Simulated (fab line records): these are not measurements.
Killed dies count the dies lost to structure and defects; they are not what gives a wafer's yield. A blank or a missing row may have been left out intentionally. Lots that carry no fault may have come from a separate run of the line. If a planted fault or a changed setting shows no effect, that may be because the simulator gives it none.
A struck lot beside a sound one | flow n5Finfet | 15 out of 1938 route steps
Sound: wafers L579.3, L579.4, L579.5. The struck wafers were L591.4, L591.5, L591.6. The cause is given at the end.
At each step with rows: each side's tool, then ch and its chambers, then its first start. Under that, the readings that differ: sound wafers | struck wafers | difference of the means | sigmas: that difference in standard deviations of wafers without a fault.
alike: same words and numbers on both sides, and readings whose means sit less than 2 such deviations apart. not compared: any withheld reading, any reading some wafer has no value for, any bound like >300 that may hide the same value, and any number with overlapping values for which the record gives no deviation.
A row with sigmas, a row that says differs or no value, or rows on one side alone: a step with any of these is where the two part. Numbers that have no deviation but don't overlap get no sigmas and don't part them. Lack of a reading on every wafer of one side parts them only where that side has two or more wafers.

N5_WELL_APT_DESCUM_30: chemistry O2, time 7.9 s.
  sound on rieDiel-02 ch 0,1,2, day 2 21:21; struck on rieDiel-02 ch 1,2,3, day 5 21:09
  alike: drypumpMotorCurrentA, o2FlowSccm, oesProductAu, rfVppV, showerheadPlenumPTorr, throttleValvePct
  not compared: rfHoursCounterH
then, 3 steps without rows for these wafers: N5_WELL_APT_IMPLANT_31; N5_WELL_APT_IMPLANT_32; N5_WELL_APT_STRIP_33 (strips in SPM, time 900 s).
N5_WELL_APT_RTA_34: time 10 s.
  sound on rtpAnneal-01 ch 0, day 2 22:13; struck on rtpAnneal-02 ch 0, day 5 21:59
  alike: lampPowerPct, wafer_temp_C_max
then, 4 steps without rows for these wafers: N5_WELL_APT_OXIDE_STRIP_42 (strips SiO2 in dHF, time 45 s, target depth 12 nm); N5_WELL_APT_PRECLEAN_36 (cleans in O3/DIW, time 45 s); N5_WELL_APT_PRECLEAN_39 (cleans in dHF, time 60 s); N5_WELL_APT_SRD_37 (time 30 s).
N5_WELL_APT_EPI_41: deposits Si from SiH4/H2, target thk 50 nm, time 297.7 s.
  sound on epiRpcvd-01 ch 0, day 2 22:37; struck on epiRpcvd-02 ch 0, day 5 22:28
  alike: throttleValvePct
N5_WELL_APT_INSPECT_38: inspects for defects (darkfield).
  sound: defectInspect-02 at day 2 23:03; struck: defectInspect-01 at day 5 22:48
  alike: rawDefectCount
N5_PMOS_HMC_CHANNEL_EPI_HM_DEP_34: deposits SiO2 from TEOS/O2, target thk 36 nm, time 6.9 s.
  sound on pecvd-01 ch 0,2, day 2 23:05; struck on pecvd-01 ch 0,1,2, day 5 22:51
  alike: heaterPowerW, showerheadPlenumPTorr, throttleValvePct
N5_PMOS_HMC_CHANNEL_EPI_COAT_31: time 60 s, resist thk 66 nm.
  sound on lithoTrack-03 ch 0, day 2 23:08; struck on lithoTrack-03 ch 0, day 5 22:53
reading               | sound                | struck               | difference | sigmas
heaterPowerTotalW (W) | 391.4 390.6 393.4    | 386.3 383.2 387.2    | -6.2       | -5
plateTempC (C)        | 204.74 204.87 204.72 | 202.17 202.28 202.24 | -2.55      | -15
  alike: chillPlateTempC, exhaustPa
then, 1 step without rows for these wafers: N5_PMOS_HMC_CHANNEL_EPI_COAT_03 (resist thk 205 nm).
-- record jumps: 8 days separate the struck wafers' starts on either side; left off in module PMOS_HMC_CHANNEL_EPI, taken up again in module BEOL_M4, whose first shown step is the route's number 1111 --
N5_BEOL_M4_RC_MEAS_101:
  sound on prober-01 ch 0, day 9 00:59; struck on prober-01 ch 0, day 14 01:52
reading       | sound          | struck         | difference | sigmas
DIBL_N (mV/V) | 35.8 33.1 34.9 | 39.4 39.2 38.0 | +4.3       | +2
  alike: DIBL_P, IOFF_N, IOFF_P, ION_N, ION_P, SS_N, SS_P, VT_N, VT_P

WHERE THEY PART
Last at N5_BEOL_M4_RC_MEAS_101 as far as this record goes, first at N5_PMOS_HMC_CHANNEL_EPI_COAT_31.

WHY: what had been put in by the simulator
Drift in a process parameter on lithoTrack-03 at N5_PMOS_HMC_CHANNEL_EPI_COAT_31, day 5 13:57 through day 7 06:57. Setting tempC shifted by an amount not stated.
